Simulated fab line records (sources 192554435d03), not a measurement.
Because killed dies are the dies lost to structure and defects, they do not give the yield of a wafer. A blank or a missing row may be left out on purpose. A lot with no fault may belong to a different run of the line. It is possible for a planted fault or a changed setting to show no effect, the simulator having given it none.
Comparing a struck lot with a sound one / flow n5Finfet / 37 out of 1938 route steps
Sound: wafers L174.1, L174.4, L174.5. Wafers L183.2, L183.3, L183.6 were the ones struck. At the end, the cause is stated.
Per side, at each step with rows, come the tool, then ch with its chambers, and then its first start. Under that, the readings that differ: sound wafers / struck wafers / difference of the means / sigmas: that difference in standard deviations of wafers without a fault.
alike: readings whose means differ by less than 2 such deviations, and words and numbers that are the same on both sides. not compared: withheld readings, readings that some wafer has no value for, bounds like >300 that may hide the same value, and numbers for which the record gives no deviation and whose values overlap.
Wherever a step has rows on one side only, a row that says differs or no value, or a row with sigmas, the two part there. Numbers that have no deviation but don't overlap get no sigmas and don't part them. Lack of a reading on every wafer of one side parts them only where that side has two or more wafers.

first, 9 steps without rows for these wafers: N5_BEOL_M4_ANNEAL_95 (time 240 s); N5_BEOL_M4_SPUTTER_96 (material Cu, target thk 4.5 nm, time 8.29 s); N5_BEOL_M4_ECD_50 (material Cu, target thk 300 nm); N5_BEOL_M4_ANNEAL_51 (time 90 s); N5_BEOL_M4_CMP_52 (polishes, stops on SiOC, t overpolish 6.8 s, target thk 40 nm); N5_BEOL_M4_PRE_CLEAN_60 (time 15 s); N5_BEOL_M4_CO_CAP_55 (material Co, precursor CCTBA/H2, target thk 2 nm, time 102.1 s); N5_BEOL_M4_PRE_CLEAN_56 (time 15 s); N5_BEOL_M4_DEP_57 (deposits SiCN from 3MS/NH3, target thk 8 nm, time 14 s).
N5_BEOL_M4_RC_MEAS_101:
  sound on prober-01 ch 0, day 9 17:16; struck on prober-01 ch 0, day 12 21:37
  alike: DIBL_N, DIBL_P, IOFF_N, IOFF_P, ION_N, ION_P, SS_N, SS_P, VT_N, VT_P
then, 24 steps without rows for these wafers: N5_BEOL_M5_ILD_DEP_00 (deposits SiCOH lowk from DEMS/porogen, target thk 140.64 nm, time 25.9 s); N5_BEOL_M5_CURE_79 (cures SiCOH lowk, time 240 s); N5_BEOL_M5_PECVD_70 (deposits SiO2 from TEOS/O2, target thk 16 nm, time 18 s); N5_BEOL_M5_HM_DEP_02 (deposits TiN, target thk 20 nm); N5_BEOL_M5_COAT_59 (time 60 s, resist thk 60 nm); N5_BEOL_M5_COAT_60 (time 60 s, resist thk 12 nm); N5_BEOL_M5_COAT_71 (time 60 s, resist thk 5 nm); N5_BEOL_M5_COAT_05 (resist thk 30 nm); N5_BEOL_M5_EBR_07; N5_BEOL_M5_SOFTBAKE_06 (time 60 s); N5_BEOL_M5_EXPOSE_08 (exposes mask M5, target cd 28 nm); N5_BEOL_M5_PEB_09 (peb time 60 s); N5_BEOL_M5_DEVELOP_10 (develop time 30 s); N5_BEOL_M5_DESCUM_16 (chemistry O2, time 7 s); N5_BEOL_M5_ETCH_72 (etches underlayer in N2/H2, target depth 6.5 nm, time 5.2 s); N5_BEOL_M5_ETCH_61 (etches SiARC in CF4, target depth 15.6 nm, time 26 s); N5_BEOL_M5_ETCH_62 (etches SOC in N2/H2, target depth 75 nm, overetch 15 nm, time 112.5 s); N5_BEOL_M5_STRIP_63 (strips in N2/H2); N5_BEOL_M5_STRIP_73 (strips in N2/H2); N5_BEOL_M5_STRIP_64 (strips in CF4); N5_BEOL_M5_HM_OPEN_17 (chemistry Cl2/BCl3, target TiN, target depth 20 nm, overetch 6 nm); N5_BEOL_M5_STRIP_19 (strips in O2); N5_BEOL_M5_COAT_65 (time 60 s, resist thk 60 nm); N5_BEOL_M5_COAT_66 (time 60 s, resist thk 12 nm).
N5_BEOL_M8_STRIP_36: strips in N2/H2.
  sound on rieDiel-03 ch 2,3, day 11 03:23; struck on rieDiel-05 ch 0,3, day 14 16:44
  no value came back on the struck wafers for any of 9 readings (biasPowerW (W), chamberPressureMTorr (mTorr) and others); on the sound wafers biasPowerW (W) reads 6.988 7.012 7.017
reading=model.SOC_of_BEOL_M8_COAT_63.thkNm (nm); sound=0 0 0; struck=54.4 54 54.2; difference=+54.2; sigmas=
  not compared: rfHoursCounterH
N5_BEOL_M8_ETCH_41: etches SiCN in CH3F/O2, target depth 31.9 nm, time 57.8 s.
  sound on rieDiel-03 ch 2,3; struck on rieDiel-05 ch 0,3, day 14 16:49
reading=CH3F_flow_sccm (sccm); sound=29.78 29.77 29.87; struck=29.85 30.22 29.96; difference=+0.20; sigmas=+2
reading=model.SOC_of_BEOL_M8_COAT_63.thkNm (nm); sound=0 0 0; struck=36.8 35.6 36.8; difference=+36.4; sigmas=
  alike: drypumpMotorCurrentA, oesProductAu, rfVppV, showerheadPlenumPTorr, throttleValvePct
  not compared: rfHoursCounterH
-- record jumps: 3 days separate the struck wafers' starts on either side; left off in module BEOL_M8, taken up again in module PASSIVATION, whose first shown step is the route's number 1936 --
N5_PASSIVATION_PROBE_49:
  sound on prober-01, day 14 08:20; struck on prober-01, day 17 14:40
reading=defectLimitedYield (%); sound=92.5 92.7 93.0; struck=0 0 0; difference=-93; sigmas=-71
reading=killed_at_M0_to_M3; sound=24 29 25; struck=35 60 45; difference=+21; sigmas=+2
reading=killed_at_M4_up; sound=14 8 20; struck=1103 1086 1109; difference=+1085; sigmas=+99 or more
reading=killedDies; sound=88 86 83; struck=1180 1180 1180; difference=+1094; sigmas=+73
reading=killedOnRim; sound=10 10 11; struck=152 152 152; difference=+142; sigmas=+33
reading=sort_bin_5_function (%); sound=4.1 4.2 4.5; struck=96.4 95.9 96.9; difference=+92.1; sigmas=+99 or more
reading=sortNPass; sound=1092 1094 1097; struck=0 0 0; difference=-1094; sigmas=-68
reading=sortYieldPct (%); sound=92.5 92.7 93.0; struck=0 0 0; difference=-93; sigmas=-66
  alike: killedAtContacts, killedAtFrontEnd, killedAtOther, killedOpen, killedShort, sort_bin_4_leakage, sort_bin_6_memory

== WHERE THEY PART ==
At N5_BEOL_M8_STRIP_36 first; at N5_PASSIVATION_PROBE_49 last (within this record only).

WHY: what had been put in by the simulator
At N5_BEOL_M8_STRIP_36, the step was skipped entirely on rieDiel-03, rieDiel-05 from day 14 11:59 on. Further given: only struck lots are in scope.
